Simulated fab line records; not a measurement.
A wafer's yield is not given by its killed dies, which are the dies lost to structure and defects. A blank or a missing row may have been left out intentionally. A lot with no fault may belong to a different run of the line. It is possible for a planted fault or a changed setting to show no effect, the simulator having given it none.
Matching of chambers :: flow n5Finfet :: 3 sister chambers for N5_BEOL_M12_DEP_53 on pecvd-03
The step deposits SiCN from 3MS/NH3, target thk 30 nm, time 10.5 s. 16 wafers are shown with their chamber, then 8 later ones without.

## WAFERS WITH THEIR CHAMBER
wafer: L076.2
chamber: 0
throttleValvePct (%): 18.3
showerheadPlenumPTorr (Torr): 4.145

wafer: L076.5
chamber: 2
throttleValvePct (%): 17.3
showerheadPlenumPTorr (Torr): 4.195

wafer: L076.6
chamber: 1
throttleValvePct (%): 19.1
showerheadPlenumPTorr (Torr): 4.160

wafer: L077.2
chamber: 1
throttleValvePct (%): 19.1
showerheadPlenumPTorr (Torr): 4.145

wafer: L077.3
chamber: 0
throttleValvePct (%): 18.3
showerheadPlenumPTorr (Torr): 4.140

wafer: L077.6
chamber: 0
throttleValvePct (%): 18.7
showerheadPlenumPTorr (Torr): 4.146

wafer: L080.2
chamber: 1
throttleValvePct (%): 19.2
showerheadPlenumPTorr (Torr): 4.148

wafer: L080.4
chamber: 0
throttleValvePct (%): 18.3
showerheadPlenumPTorr (Torr): 4.143

wafer: L080.5
chamber: 1
throttleValvePct (%): 19.1
showerheadPlenumPTorr (Torr): 4.151

wafer: L091.3
chamber: 1
throttleValvePct (%): 19.0
showerheadPlenumPTorr (Torr): 4.153

wafer: L091.4
chamber: 0
throttleValvePct (%): 18.3
showerheadPlenumPTorr (Torr): 4.151

wafer: L091.6
chamber: 2
throttleValvePct (%): 17.5
showerheadPlenumPTorr (Torr): 4.200

wafer: L093.1
chamber: 0
throttleValvePct (%): 18.3
showerheadPlenumPTorr (Torr): 4.146

wafer: L093.3
chamber: 2
throttleValvePct (%): 17.7
showerheadPlenumPTorr (Torr): 4.209

wafer: L093.6
chamber: 1
throttleValvePct (%): 19.1
showerheadPlenumPTorr (Torr): 4.148

wafer: L094.1
chamber: 0
throttleValvePct (%): 18.2
showerheadPlenumPTorr (Torr): 4.154

SIGNATURES (means of the wafers above)
reading: throttleValvePct
chamber 0: 18.343
chamber 1: 19.100
chamber 2: 17.500
scatter within a chamber: 0.141

reading: showerheadPlenumPTorr
chamber 0: 4.14643
chamber 1: 4.15083
chamber 2: 4.20133
scatter within a chamber: 0.00536
Rule: a wafer lies at a distance from a chamber equal to the root of the sum of squares, over the readings, of (its reading less the chamber's mean, divided by the reading's scatter). If the next closest chamber is less than 2 further off than the closest, the wafer can't be placed; otherwise it belongs to the closest. How the scatter is found: for the shown wafers, subtract from each reading the mean of its chamber, square and add these, divide the total by (wafers less chambers), then take the root.

## WAFERS WITHOUT THEIR CHAMBER
wafer: L094.3
throttleValvePct (%): 18.8
showerheadPlenumPTorr (Torr): 4.140

wafer: L094.4
throttleValvePct (%): 18.5
showerheadPlenumPTorr (Torr): 4.151

wafer: L095.1
throttleValvePct (%): 18.5
showerheadPlenumPTorr (Torr): 4.155

wafer: L095.3
throttleValvePct (%): 18.5
showerheadPlenumPTorr (Torr): 4.160

wafer: L095.6
throttleValvePct (%): 19.0
showerheadPlenumPTorr (Torr): 4.143

wafer: L097.2
throttleValvePct (%): 19.0
showerheadPlenumPTorr (Torr): 4.147

wafer: L097.3
throttleValvePct (%): 17.9
showerheadPlenumPTorr (Torr): 4.210

wafer: L097.6
throttleValvePct (%): 18.2
showerheadPlenumPTorr (Torr): 4.156

## CHAMBER TAKEN BY EACH
wafer: L094.3
from the rows above: can't be placed: 1 or 0
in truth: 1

wafer: L094.4
from the rows above: 0
in truth: 0

wafer: L095.1
from the rows above: 0
in truth: 0

wafer: L095.3
from the rows above: can't be placed: 0 or 1
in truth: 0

wafer: L095.6
from the rows above: 1
in truth: 1

wafer: L097.2
from the rows above: 1
in truth: 1

wafer: L097.3
from the rows above: 2
in truth: 2

wafer: L097.6
from the rows above: 0
in truth: 0
Placed correctly: 6 of 8. These rows do not allow placing 2 (true chamber among the candidates in 2). Number placed wrongly: 0.
